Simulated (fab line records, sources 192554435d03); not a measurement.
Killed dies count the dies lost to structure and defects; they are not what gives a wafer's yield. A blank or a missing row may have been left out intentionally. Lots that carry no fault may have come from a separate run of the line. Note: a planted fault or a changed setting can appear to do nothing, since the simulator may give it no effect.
What tool caused it? || flow n5-finfet || 26 wafers from 9 lots sampled at 6 of the route's 1938 steps

## WHAT THE GAUGES READ, wafer by wafer
N5_BEOL_M1_CD_MEAS_18: pitch 36 nm, target cd 18 nm. Usual: cd-nm reads 17.9 nm (standard deviation 0.4).
{"lot": "L636", "measured": "day 6 10:17", "on": "cd-sem-01", "cd-nm (nm)": "17.6 17.9 17.4", "flag": ""}
{"lot": "L643", "measured": "day 8 02:25", "on": "cd-sem-01", "cd-nm (nm)": "17.9 17.5 17.4", "flag": ""}
{"lot": "L644", "measured": "day 8 11:20", "on": "cd-sem-03", "cd-nm (nm)": "17.5 18.1 17.7", "flag": ""}
{"lot": "L652", "measured": "day 10 06:49", "on": "cd-sem-03", "cd-nm (nm)": "17.8 17.5 17.5", "flag": ""}
{"lot": "L654", "measured": "day 10 20:00", "on": "cd-sem-02", "cd-nm (nm)": "18.3 18.3 17.9", "flag": ""}
{"lot": "L653", "measured": "day 10 23:08", "on": "cd-sem-01", "cd-nm (nm)": "18.6 18.0", "flag": ""}
{"lot": "L655", "measured": "day 11 10:21", "on": "cd-sem-03", "cd-nm (nm)": "17.7 18.3 18.4", "flag": ""}
{"lot": "L656", "measured": "day 11 10:43", "on": "cd-sem-02", "cd-nm (nm)": "17.1 17.7 17.5", "flag": ""}
{"lot": "L657", "measured": "day 11 22:30", "on": "cd-sem-01", "cd-nm (nm)": "17.6 17.5 17.1", "flag": ""}

N5_BEOL_M1_OCD_MEAS_38. Usual: trench-depth-nm reads 55.5 nm (standard deviation 1.5).
{"lot": "L636", "measured": "day 6 16:03", "on": "ocd-02", "trench-depth-nm (nm)": "55.4 57.9 55.3", "flag": ""}
{"lot": "L643", "measured": "day 8 06:07", "on": "ocd-02", "trench-depth-nm (nm)": "77.6 54.3 55.6", "flag": "OFF"}
{"lot": "L644", "measured": "day 8 13:18", "on": "ocd-01", "trench-depth-nm (nm)": "54.1 78.2 54.6", "flag": "OFF"}
{"lot": "L652", "measured": "day 10 18:43", "on": "ocd-02", "trench-depth-nm (nm)": "54.3 55.3 56.4", "flag": ""}
{"lot": "L654", "measured": "day 11 04:46", "on": "ocd-02", "trench-depth-nm (nm)": "53.2 53.6 58.1", "flag": ""}
{"lot": "L653", "measured": "day 11 05:55", "on": "ocd-02", "trench-depth-nm (nm)": "55.8 56.9", "flag": ""}
{"lot": "L655", "measured": "day 11 14:35", "on": "ocd-01", "trench-depth-nm (nm)": "55.3 53.8 55.4", "flag": ""}
{"lot": "L656", "measured": "day 11 14:58", "on": "ocd-02", "trench-depth-nm (nm)": "58.3 53.5 58.2", "flag": ""}
{"lot": "L657", "measured": "day 12 07:46", "on": "ocd-01", "trench-depth-nm (nm)": "55.3 58.3 54.4", "flag": ""}

N5_BEOL_M4_RC_MEAS_101. Usual: DIBL_N 37.2 mV/V, standard deviation 2.5; DIBL_P 38 mV/V, standard deviation 3; IOFF_N 0.17 nA/um, standard deviation 0.044; IOFF_P 0.24 nA/um, standard deviation 0.059; ION_N 667 uA/um, standard deviation 13; ION_P 461 uA/um, standard deviation 7.9; SS_N 71.8 mV/dec, standard deviation 0.86; SS_P 73.6 mV/dec, standard deviation 0.92; VT_N 250 mV, standard deviation 4.1; VT_P -249 mV, standard deviation 3.9.
{"lot": "L636", "measured": "day 8 10:58", "on": "prober-01", "DIBL_N (mV/V)": "36.9 36.7 39.7", "DIBL_P (mV/V)": "38 37 41", "IOFF_N (nA/um)": "0.17 0.15 0.22", "IOFF_P (nA/um)": "0.23 0.21 0.31", "ION_N (uA/um)": "685 656 682", "ION_P (uA/um)": "466 460 468", "SS_N (mV/dec)": "72.0 71.8 73.0", "SS_P (mV/dec)": "73.9 72.6 74.0", "VT_N (mV)": "250 252 245", "VT_P (mV)": "-247 -253 -243", "flag": ""}
{"lot": "L643", "measured": "day 10 00:31", "on": "prober-02", "DIBL_N (mV/V)": "38.5 37.5 37.5", "DIBL_P (mV/V)": "38 37 36", "IOFF_N (nA/um)": "0.18 0.15 0.16", "IOFF_P (nA/um)": "0.27 0.23 0.22", "ION_N (uA/um)": "677 658 670", "ION_P (uA/um)": "480 460 459", "SS_N (mV/dec)": "71.3 71.7 71.0", "SS_P (mV/dec)": "73.6 73.5 73.3", "VT_N (mV)": "249 252 247", "VT_P (mV)": "-244 -247 -246", "flag": ""}
{"lot": "L644", "measured": "day 10 06:31", "on": "prober-02", "DIBL_N (mV/V)": "38.5 37.0 39.3", "DIBL_P (mV/V)": "41 38 41", "IOFF_N (nA/um)": "0.19 0.17 0.20", "IOFF_P (nA/um)": "0.27 0.23 0.28", "ION_N (uA/um)": "672 666 677", "ION_P (uA/um)": "464 463 466", "SS_N (mV/dec)": "72.4 71.6 72.4", "SS_P (mV/dec)": "74.5 73.1 74.2", "VT_N (mV)": "252 249 250", "VT_P (mV)": "-248 -248 -246", "flag": ""}
{"lot": "L652", "measured": "day 12 07:59", "on": "prober-02", "DIBL_N (mV/V)": "36.0 38.4 37.2", "DIBL_P (mV/V)": "34 38 37", "IOFF_N (nA/um)": "0.14 0.18 0.15", "IOFF_P (nA/um)": "0.21 0.24 0.22", "ION_N (uA/um)": "646 669 658", "ION_P (uA/um)": "446 458 456", "SS_N (mV/dec)": "71.9 72.1 72.5", "SS_P (mV/dec)": "72.9 73.4 73.3", "VT_N (mV)": "254 249 254", "VT_P (mV)": "-249 -248 -251", "flag": ""}
{"lot": "L654", "measured": "day 12 23:52", "on": "prober-01", "DIBL_N (mV/V)": "35.6 36.4 34.8", "DIBL_P (mV/V)": "36 38 36", "IOFF_N (nA/um)": "0.15 0.16 0.13", "IOFF_P (nA/um)": "0.21 0.24 0.21", "ION_N (uA/um)": "666 681 660", "ION_P (uA/um)": "459 469 453", "SS_N (mV/dec)": "71.2 71.0 71.4", "SS_P (mV/dec)": "72.4 72.7 72.3", "VT_N (mV)": "251 251 254", "VT_P (mV)": "-251 -248 -252", "flag": ""}
{"lot": "L653", "measured": "day 13 02:37", "on": "prober-02", "DIBL_N (mV/V)": "37.6 34.0", "DIBL_P (mV/V)": "39 35", "IOFF_N (nA/um)": "0.16 0.11", "IOFF_P (nA/um)": "0.26 0.18", "ION_N (uA/um)": "663 640", "ION_P (uA/um)": "467 450", "SS_N (mV/dec)": "72.2 70.7", "SS_P (mV/dec)": "73.7 73.1", "VT_N (mV)": "252 259", "VT_P (mV)": "-246 -252", "flag": ""}
{"lot": "L655", "measured": "day 13 02:53", "on": "prober-01", "DIBL_N (mV/V)": "37.1 35.6 39.0", "DIBL_P (mV/V)": "36 36 39", "IOFF_N (nA/um)": "0.14 0.14 0.18", "IOFF_P (nA/um)": "0.22 0.22 0.28", "ION_N (uA/um)": "651 666 665", "ION_P (uA/um)": "452 464 464", "SS_N (mV/dec)": "71.5 71.0 72.2", "SS_P (mV/dec)": "73.0 73.4 74.2", "VT_N (mV)": "254 250 249", "VT_P (mV)": "-248 -249 -247", "flag": ""}
{"lot": "L656", "measured": "day 13 20:24", "on": "prober-02", "DIBL_N (mV/V)": "33.1 39.4 39.1", "DIBL_P (mV/V)": "34 41 41", "IOFF_N (nA/um)": "0.11 0.19 0.20", "IOFF_P (nA/um)": "0.16 0.26 0.26", "ION_N (uA/um)": "650 654 675", "ION_P (uA/um)": "452 452 460", "SS_N (mV/dec)": "71.2 72.3 73.1", "SS_P (mV/dec)": "73.1 74.4 73.7", "VT_N (mV)": "255 251 248", "VT_P (mV)": "-253 -251 -250", "flag": ""}
{"lot": "L657", "measured": "day 14 03:52", "on": "prober-01", "DIBL_N (mV/V)": "39.9 39.3 35.9", "DIBL_P (mV/V)": "38 38 33", "IOFF_N (nA/um)": "0.18 0.16 0.12", "IOFF_P (nA/um)": "0.24 0.25 0.19", "ION_N (uA/um)": "658 663 657", "ION_P (uA/um)": "458 462 451", "SS_N (mV/dec)": "72.5 72.0 71.3", "SS_P (mV/dec)": "72.9 73.2 71.8", "VT_N (mV)": "251 253 257", "VT_P (mV)": "-249 -246 -251", "flag": ""}

## WHICH TOOL RAN EACH LOT (tool, then ch and the chambers of the sampled wafers, then the start)
{"lot": "L636", "N5_BEOL_M1_ETCH_69": "rie-diel-01 ch 0,1,2, day 6 11:00", "N5_BEOL_M1_TRENCH_ETCH_37": "rie-diel-01 ch 0,2, day 6 15:53", "N5_BEOL_M1_ALD_84": "ald-metal-03 ch 0,1,3, day 6 16:37"}
{"lot": "L643", "N5_BEOL_M1_ETCH_69": "rie-diel-01 ch 0,2,3, day 8 03:02", "N5_BEOL_M1_TRENCH_ETCH_37": "rie-diel-01 ch 0,2,3, day 8 05:58", "N5_BEOL_M1_ALD_84": "ald-metal-01 ch 0,2,3, day 8 06:56"}
{"lot": "L644", "N5_BEOL_M1_ETCH_69": "rie-diel-05 ch 1,2, day 8 12:02", "N5_BEOL_M1_TRENCH_ETCH_37": "rie-diel-01 ch 0,1,3, day 8 13:08", "N5_BEOL_M1_ALD_84": "ald-metal-03 ch 1,2,3, day 8 14:02"}
{"lot": "L652", "N5_BEOL_M1_ETCH_69": "rie-diel-01 ch 1,3, day 10 07:19", "N5_BEOL_M1_TRENCH_ETCH_37": "rie-diel-03 ch 0,1,2, day 10 18:32", "N5_BEOL_M1_ALD_84": "ald-metal-01 ch 0,3, day 10 19:20"}
{"lot": "L654", "N5_BEOL_M1_ETCH_69": "rie-diel-01 ch 2,3, day 10 20:40", "N5_BEOL_M1_TRENCH_ETCH_37": "rie-diel-01 ch 0,1, day 11 04:37", "N5_BEOL_M1_ALD_84": "ald-metal-03 ch 0,1,2, day 11 05:11"}
{"lot": "L653", "N5_BEOL_M1_ETCH_69": "rie-diel-03 ch 1,3, day 10 23:41", "N5_BEOL_M1_TRENCH_ETCH_37": "rie-diel-03 ch 0, day 11 05:46", "N5_BEOL_M1_ALD_84": "ald-metal-03 ch 1,3, day 11 06:41"}
{"lot": "L655", "N5_BEOL_M1_ETCH_69": "rie-diel-05 ch 0,3, day 11 10:50", "N5_BEOL_M1_TRENCH_ETCH_37": "rie-diel-01 ch 1,2, day 11 14:26", "N5_BEOL_M1_ALD_84": "ald-metal-03 ch 1,2,3, day 11 15:01"}
{"lot": "L656", "N5_BEOL_M1_ETCH_69": "rie-diel-05 ch 0,1, day 11 11:13", "N5_BEOL_M1_TRENCH_ETCH_37": "rie-diel-01 ch 0,1, day 11 14:49", "N5_BEOL_M1_ALD_84": "ald-metal-02 ch 0,2,3, day 11 15:32"}
{"lot": "L657", "N5_BEOL_M1_ETCH_69": "rie-diel-01 ch 0,2,3, day 11 23:26", "N5_BEOL_M1_TRENCH_ETCH_37": "rie-diel-01 ch 0,2,3, day 12 07:37", "N5_BEOL_M1_ALD_84": "ald-metal-03 ch 0,1,2, day 12 08:23"}
- N5_BEOL_M1_ETCH_69: etches SiARC in CF4, target depth 15.6 nm, time 26 s.
- N5_BEOL_M1_TRENCH_ETCH_37: etches SiOC in C4F6/O2, target depth 55.207 nm, time 29 s.
- N5_BEOL_M1_ALD_84: deposits TaN, pulse time 2 s, purge time 3 s, co reactant purge time 2 s.

## WHAT THE TOOLS THEMSELVES READ (means of the sampled wafers that have a number; where no wafer has one, the mark that the record gives instead)
N5_BEOL_M1_ETCH_69. Usual: drypump-motor-current-A 5.7 A (standard deviation 0.48); etch-rf-on-time-s 26.4 s (standard deviation 0.83); mfc-ar-sccm 100.03 sccm (standard deviation 0.3); oes-product-au 0.70 a.u. (standard deviation 0.071); rf-vpp-V 184.1 V (standard deviation 1.1); showerhead-plenum-p-Torr 2.14 Torr (standard deviation 0.064); throttle-valve-pct 15.47 % (standard deviation 0.23).
{"lot": "L636", "tool": "rie-diel-01", "drypump-motor-current-A (A)": 5.4, "etch-rf-on-time-s (s)": 26.0, "mfc-ar-sccm (sccm)": 99.81, "oes-product-au (a.u.)": 0.81, "rf-vpp-V (V)": 184.1, "showerhead-plenum-p-Torr (Torr)": 2.10, "throttle-valve-pct (%)": 15.20, "flag": ""}
{"lot": "L643", "tool": "rie-diel-01", "drypump-motor-current-A (A)": 5.6, "etch-rf-on-time-s (s)": 25.6, "mfc-ar-sccm (sccm)": 100.20, "oes-product-au (a.u.)": 0.77, "rf-vpp-V (V)": 184.5, "showerhead-plenum-p-Torr (Torr)": 2.13, "throttle-valve-pct (%)": 15.33, "flag": ""}
{"lot": "L644", "tool": "rie-diel-05", "drypump-motor-current-A (A)": 5.3, "etch-rf-on-time-s (s)": 27.1, "mfc-ar-sccm (sccm)": 99.93, "oes-product-au (a.u.)": 0.66, "rf-vpp-V (V)": 183.7, "showerhead-plenum-p-Torr (Torr)": 2.11, "throttle-valve-pct (%)": 15.52, "flag": ""}
{"lot": "L652", "tool": "rie-diel-01", "drypump-motor-current-A (A)": 5.8, "etch-rf-on-time-s (s)": 26.8, "mfc-ar-sccm (sccm)": 99.87, "oes-product-au (a.u.)": 0.70, "rf-vpp-V (V)": 184.2, "showerhead-plenum-p-Torr (Torr)": 2.16, "throttle-valve-pct (%)": 15.48, "flag": ""}
{"lot": "L654", "tool": "rie-diel-01", "drypump-motor-current-A (A)": 5.5, "etch-rf-on-time-s (s)": 26.4, "mfc-ar-sccm (sccm)": 99.86, "oes-product-au (a.u.)": 0.73, "rf-vpp-V (V)": 184.2, "showerhead-plenum-p-Torr (Torr)": 2.12, "throttle-valve-pct (%)": 15.34, "flag": ""}
{"lot": "L653", "tool": "rie-diel-03", "drypump-motor-current-A (A)": 6.5, "etch-rf-on-time-s (s)": 26.4, "mfc-ar-sccm (sccm)": 100.17, "oes-product-au (a.u.)": 0.69, "rf-vpp-V (V)": 185.7, "showerhead-plenum-p-Torr (Torr)": 2.19, "throttle-valve-pct (%)": 15.50, "flag": ""}
{"lot": "L655", "tool": "rie-diel-05", "drypump-motor-current-A (A)": 5.3, "etch-rf-on-time-s (s)": 26.8, "mfc-ar-sccm (sccm)": 100.07, "oes-product-au (a.u.)": 0.59, "rf-vpp-V (V)": 183.2, "showerhead-plenum-p-Torr (Torr)": 2.10, "throttle-valve-pct (%)": 15.73, "flag": ""}
{"lot": "L656", "tool": "rie-diel-05", "drypump-motor-current-A (A)": 5.4, "etch-rf-on-time-s (s)": 26.8, "mfc-ar-sccm (sccm)": 100.40, "oes-product-au (a.u.)": 0.67, "rf-vpp-V (V)": 183.9, "showerhead-plenum-p-Torr (Torr)": 2.09, "throttle-valve-pct (%)": 15.41, "flag": ""}
{"lot": "L657", "tool": "rie-diel-01", "drypump-motor-current-A (A)": 5.6, "etch-rf-on-time-s (s)": 25.5, "mfc-ar-sccm (sccm)": 100.12, "oes-product-au (a.u.)": 0.73, "rf-vpp-V (V)": 184.3, "showerhead-plenum-p-Torr (Torr)": 2.12, "throttle-valve-pct (%)": 15.39, "flag": ""}

N5_BEOL_M1_TRENCH_ETCH_37. Usual: drypump-motor-current-A 5.7 A, standard deviation 0.42; mfc-ar-sccm 300.0 sccm, standard deviation 0.89; oes-product-au 0.86 a.u., standard deviation 0.066; rf-vpp-V 669 V, standard deviation 21; showerhead-plenum-p-Torr 2.84 Torr, standard deviation 0.073; throttle-valve-pct 20.75 %, standard deviation 0.18.
{"lot": "L636", "tool": "rie-diel-01", "drypump-motor-current-A (A)": 5.3, "mfc-ar-sccm (sccm)": 299.9, "oes-product-au (a.u.)": 0.97, "rf-vpp-V (V)": 680, "showerhead-plenum-p-Torr (Torr)": 2.81, "throttle-valve-pct (%)": 20.61, "flag": ""}
{"lot": "L643", "tool": "rie-diel-01", "drypump-motor-current-A (A)": 5.6, "mfc-ar-sccm (sccm)": 299.5, "oes-product-au (a.u.)": 0.97, "rf-vpp-V (V)": 663, "showerhead-plenum-p-Torr (Torr)": 2.85, "throttle-valve-pct (%)": 20.78, "flag": ""}
{"lot": "L644", "tool": "rie-diel-01", "drypump-motor-current-A (A)": 5.6, "mfc-ar-sccm (sccm)": 300.3, "oes-product-au (a.u.)": 0.95, "rf-vpp-V (V)": 662, "showerhead-plenum-p-Torr (Torr)": 2.85, "throttle-valve-pct (%)": 20.78, "flag": ""}
{"lot": "L652", "tool": "rie-diel-03", "drypump-motor-current-A (A)": 6.2, "mfc-ar-sccm (sccm)": 300.5, "oes-product-au (a.u.)": 0.78, "rf-vpp-V (V)": 676, "showerhead-plenum-p-Torr (Torr)": 2.84, "throttle-valve-pct (%)": 20.79, "flag": ""}
{"lot": "L654", "tool": "rie-diel-01", "drypump-motor-current-A (A)": 5.4, "mfc-ar-sccm (sccm)": 300.2, "oes-product-au (a.u.)": 0.84, "rf-vpp-V (V)": 679, "showerhead-plenum-p-Torr (Torr)": 2.81, "throttle-valve-pct (%)": 20.65, "flag": ""}
{"lot": "L653", "tool": "rie-diel-03", "drypump-motor-current-A (A)": 6.0, "mfc-ar-sccm (sccm)": 301.1, "oes-product-au (a.u.)": 0.82, "rf-vpp-V (V)": 692, "showerhead-plenum-p-Torr (Torr)": 2.85, "throttle-valve-pct (%)": 20.80, "flag": ""}
{"lot": "L655", "tool": "rie-diel-01", "drypump-motor-current-A (A)": 5.3, "mfc-ar-sccm (sccm)": 300.0, "oes-product-au (a.u.)": 0.86, "rf-vpp-V (V)": 681, "showerhead-plenum-p-Torr (Torr)": 2.79, "throttle-valve-pct (%)": 20.60, "flag": ""}
{"lot": "L656", "tool": "rie-diel-01", "drypump-motor-current-A (A)": 5.5, "mfc-ar-sccm (sccm)": 300.4, "oes-product-au (a.u.)": 0.86, "rf-vpp-V (V)": 677, "showerhead-plenum-p-Torr (Torr)": 2.80, "throttle-valve-pct (%)": 20.71, "flag": ""}
{"lot": "L657", "tool": "rie-diel-01", "drypump-motor-current-A (A)": 5.6, "mfc-ar-sccm (sccm)": 300.2, "oes-product-au (a.u.)": 0.85, "rf-vpp-V (V)": 663, "showerhead-plenum-p-Torr (Torr)": 2.83, "throttle-valve-pct (%)": 20.82, "flag": ""}

N5_BEOL_M1_ALD_84. Usual: heater-power-w reads 402 W (standard deviation 52).
{"lot": "L636", "tool": "ald-metal-03", "heater-power-w (W)": 425, "flag": ""}
{"lot": "L643", "tool": "ald-metal-01", "heater-power-w (W)": 409, "flag": ""}
{"lot": "L644", "tool": "ald-metal-03", "heater-power-w (W)": 392, "flag": ""}
{"lot": "L652", "tool": "ald-metal-01", "heater-power-w (W)": 416, "flag": ""}
{"lot": "L654", "tool": "ald-metal-03", "heater-power-w (W)": 409, "flag": ""}
{"lot": "L653", "tool": "ald-metal-03", "heater-power-w (W)": 393, "flag": ""}
{"lot": "L655", "tool": "ald-metal-03", "heater-power-w (W)": 393, "flag": ""}
{"lot": "L656", "tool": "ald-metal-02", "heater-power-w (W)": 387, "flag": ""}
{"lot": "L657", "tool": "ald-metal-03", "heater-power-w (W)": 408, "flag": ""}

## THE ANSWER, worked out from the rows above alone
Rule: lot off if the mean of its wafers having a number is beyond 3 standard deviations from the usual mean. A lot without any number at a reading at which 4 lots or more have one is off too. Any other lot the step has rows for is counted as sound. First the gauges in route order, then the tools' own readings, where a lot's mean is used as printed above. The first step at which some lot is off is used, and at that step the reading that is off furthest; a lot without a number counts as furthest.
Off at N5_BEOL_M1_OCD_MEAS_38 (trench-depth-nm): L643, L644.
A tool fits if, at a process step before that reading, it ran every lot that is off, and no sound lot after the first of them. Those tools and the gauges at N5_BEOL_M1_OCD_MEAS_38 are tried in the same way. Of those tried, none fits.

## WHAT THE SIMULATOR PUT IN
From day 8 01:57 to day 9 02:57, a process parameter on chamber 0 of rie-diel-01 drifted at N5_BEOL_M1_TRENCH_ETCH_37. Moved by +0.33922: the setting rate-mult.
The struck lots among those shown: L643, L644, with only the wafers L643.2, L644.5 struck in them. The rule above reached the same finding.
